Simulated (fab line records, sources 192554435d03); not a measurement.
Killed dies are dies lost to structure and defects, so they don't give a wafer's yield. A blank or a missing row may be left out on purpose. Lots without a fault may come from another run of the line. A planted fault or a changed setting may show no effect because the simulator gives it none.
Chamber matching | flow n5_finfet | N5_BEOL_M7_CURE_74 on uv_cure-03: 3 sister chambers
The step cures SiCOH lowk, time 240 s. 6 wafers are shown with their chamber, then 10 later ones without.

WAFERS WITH THEIR CHAMBER
wafer  | chamber | wafer_temp_C_max | lamp_power_pct (%)
L077.4 | 1       | 386.0            | 52.31
L077.5 | 1       | 386.5            | 52.32
L093.5 | 0       | 386.6            | 52.32
L093.6 | 0       | 385.9            | 52.24
L094.1 | 2       | 386.3            | 52.27
L094.4 | 2       | 386.0            | 52.40

WAFERS WITHOUT THEIR CHAMBER
wafer  | wafer_temp_C_max | lamp_power_pct (%)
L094.6 | 386.0            | 52.36
L094.2 | 386.1            | 52.27
L094.3 | 386.8            | 52.37
L094.5 | 386.5            | 52.39
L096.2 | 386.2            | 52.39
L096.4 | 386.2            | 52.32
L096.5 | 386.6            | 52.41
L091.3 | 386.1            | 52.31
L091.4 | 386.5            | 52.35
L091.5 | 386.3            | 52.30

WHICH CHAMBER EACH WENT THROUGH
wafer  | from the rows above          | in truth
L094.6 | can't be placed: 2 or 1 or 0 | 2
L094.2 | can't be placed: 0 or 1 or 2 | 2
L094.3 | can't be placed: 1 or 2 or 0 | 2
L094.5 | can't be placed: 2 or 1 or 0 | 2
L096.2 | can't be placed: 2 or 1 or 0 | 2
L096.4 | can't be placed: 1 or 2 or 0 | 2
L096.5 | can't be placed: 2 or 1 or 0 | 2
L091.3 | can't be placed: 1 or 2 or 0 | 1
L091.4 | can't be placed: 1 or 2 or 0 | 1
L091.5 | can't be placed: 1 or 0 or 2 | 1
Placed correctly: 0 of 10. Can't be placed from these rows: 10 (the true chamber is among the candidates in 10). Placed wrongly: 0.
How it was worked out, from the rows above alone: a wafer's distance from a chamber is the root of the sum, over the readings, of the square of ((its reading less the chamber's mean) divided by the reading's scatter). The wafer belongs to the nearest chamber; if the next one is less than 2 further off, it can't be placed. A chamber's mean is the mean of its shown wafers. The scatter: the root of (the sum of the squares of (reading less its chamber's mean) over the shown wafers, divided by (wafers less chambers)).
